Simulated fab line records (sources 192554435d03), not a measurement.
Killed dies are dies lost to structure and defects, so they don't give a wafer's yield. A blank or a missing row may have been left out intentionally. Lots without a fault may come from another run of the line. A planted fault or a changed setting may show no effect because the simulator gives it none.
Which tool did it?    flow n5 finfet    36 wafers from 12 lots sampled at 3 of the route's 1938 steps

## WHAT THE GAUGES SHOWED, per wafer
N5_BEOL_M12_INSPECT_55: inspects for defects (darkfield).
lot   measured      on                 raw defect count
L076  day 11 04:58  defect inspect-02  77 34 55
L077  day 11 21:23  defect inspect-02  101 103 140
L079  day 12 11:21  defect inspect-01  54 85 52
L081  day 12 22:31  defect inspect-01  103 68 46
L082  day 13 06:58  defect inspect-02  56 62 54
L085  day 14 11:07  defect inspect-01  53 63 57
L088  day 14 12:01  defect inspect-01  42 31 60
L091  day 14 14:29  defect inspect-02  77 69 91
L089  day 15 01:21  defect inspect-02  68 85 61
L092  day 16 01:52  defect inspect-01  44 60 51
L095  day 16 02:46  defect inspect-02  93 110 62
L096  day 16 16:39  defect inspect-01  29 47 35

## WHAT TOOL EACH LOT RAN ON (gives the tool, then ch and the chambers of the sampled wafers, and finally the start)
lot   N5_BEOL_M12_DESCUM_33               N5_BEOL_M12_CMP_49
L076  rie diel-03 ch 0,2, day 11 01:54    cmp-02 ch 0,1,2, day 11 04:34
L077  rie diel-06 ch 0,2,3, day 11 18:25  cmp-03 ch 0,1,3, day 11 20:59
L079  rie diel-06 ch 0,2,3, day 12 04:48  cmp-03 ch 1,2,3, day 12 10:59
L081  rie diel-06 ch 1,3, day 12 17:55    cmp-03 ch 2,3, day 12 22:05
L082  rie diel-06 ch 1,2, day 13 00:50    cmp-03 ch 1,2,3, day 13 06:29
L085  rie diel-02 ch 0,2,3, day 14 07:00  cmp-02 ch 0,1,2, day 14 10:40
L088  rie diel-02 ch 0,3, day 14 08:49    cmp-02 ch 0,2, day 14 11:35
L091  rie diel-03 ch 0,1, day 14 12:15    cmp-03 ch 1,3, day 14 14:03
L089  rie diel-06 ch 1,2,3, day 14 22:10  cmp-01 ch 0,3, day 15 00:54
L092  rie diel-02 ch 0,1,2, day 15 19:15  cmp-01 ch 1,2,3, day 16 01:27
L095  rie diel-03 ch 0,1, day 16 00:20    cmp-02 ch 1,2,3, day 16 02:23
L096  rie diel-02 ch 1,2,3, day 16 13:47  cmp-03 ch 0,1,2, day 16 16:17
- N5_BEOL_M12_DESCUM_33: chemistry O2, time 7.9 s.
- N5_BEOL_M12_CMP_49: polishes, stops on SiOC, t overpolish 20.6 s, target thk 320 nm.

## THE ANSWER, worked out from the rows above alone
Rule: the lots themselves supply what counts as usual. Put in order of their means at a reading, lots are off if they are a third of the lots or fewer, leave a main group of 4 or more, and stand apart from it by a gap of 3 or more times the standard deviation of the main group's means; of several such gaps the widest counts. The tables above print the reading to a certain number of digits; a main group whose means all agree to those digits is not used. Also off: a lot with no number at a reading for which 4 or more lots have one. All remaining lots with rows at the step are treated as sound.
No lot is off on any of the readings shown, so nothing can be concluded from this.

## WHAT THE SIMULATOR HAD PUT IN
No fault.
